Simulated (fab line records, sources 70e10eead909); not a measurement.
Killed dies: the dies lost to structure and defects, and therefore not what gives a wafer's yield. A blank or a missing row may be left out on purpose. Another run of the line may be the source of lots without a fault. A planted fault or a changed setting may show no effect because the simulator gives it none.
Matching of chambers | flow nand-harc | cmp-01 running NHARC_A_DECK1_JOINT_CMP_13: 4 sister chambers
The step polishes, target thk 51.023 nm. 14 wafers are shown with their chamber, then 7 later ones without.

== WAFERS WITH THEIR CHAMBER ==
wafer  | chamber | motor-current-A (A) | time-to-endpoint-s (s)
L932.2 | 1       | 11.3                | 11.4
L932.5 | 1       | 12.4                | 10.6
L932.6 | 0       | 13.3                | 9.1
L934.2 | 3       | 13.1                | 9.1
L934.5 | 1       | 11.2                | 9.9
L934.6 | 2       | 10.8                | 8.6
L937.1 | 0       | 13.1                | 6.2
L937.2 | 2       | 11.5                | 7.9
L937.3 | 3       | 13.3                | 7.6
L938.1 | 3       | 13.1                | 12.1
L938.3 | 2       | 10.7                | 6.9
L938.6 | 2       | 10.4                | 6.8
L945.1 | 3       | 13.1                | 12.0
L945.2 | 2       | 11.2                | 11.0

SIGNATURES (averages over the wafers above)
reading            | chamber 0 | chamber 1 | chamber 2 | chamber 3 | scatter within a chamber
motor-current-A    | 13.200    | 11.633    | 10.920    | 13.150    | 0.41
time-to-endpoint-s | 7.650     | 10.633    | 8.240     | 10.200    | 1.79
Rule: a wafer lies at a distance from a chamber equal to the root of the sum of squares, over the readings, of (its reading less the chamber's mean, divided by the reading's scatter). If the next closest chamber is less than 2 further off than the closest, the wafer can't be placed; otherwise it belongs to the closest. The scatter: the root of (the sum of the squares of (reading less its chamber's mean) over the shown wafers, divided by (wafers less chambers)).

== WAFERS WITHOUT THEIR CHAMBER ==
wafer  | motor-current-A (A) | time-to-endpoint-s (s)
L945.3 | 11.2                | 12.6
L952.1 | 11.3                | 8.1
L952.4 | 13.0                | 8.4
L952.5 | 13.2                | 9.2
L954.3 | 11.2                | 7.1
L954.4 | 11.5                | 9.6
L954.6 | 12.0                | 9.0

== WHICH CHAMBER EACH ONE RAN IN ==
wafer  | from the rows above               | in truth
L945.3 | can't be placed: 1 or 2           | 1
L952.1 | can't be placed: 2 or 1           | 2
L952.4 | can't be placed: 0 or 3           | 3
L952.5 | can't be placed: 3 or 0           | 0
L954.3 | can't be placed: 2 or 1           | 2
L954.4 | can't be placed: 1 or 2           | 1
L954.6 | can't be placed: 1 or 2 or 3 or 0 | 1
Placed correctly: 0 of 7. Can't be placed from these rows: 7 (the true chamber is among the candidates in 7). Number placed wrongly: 0.
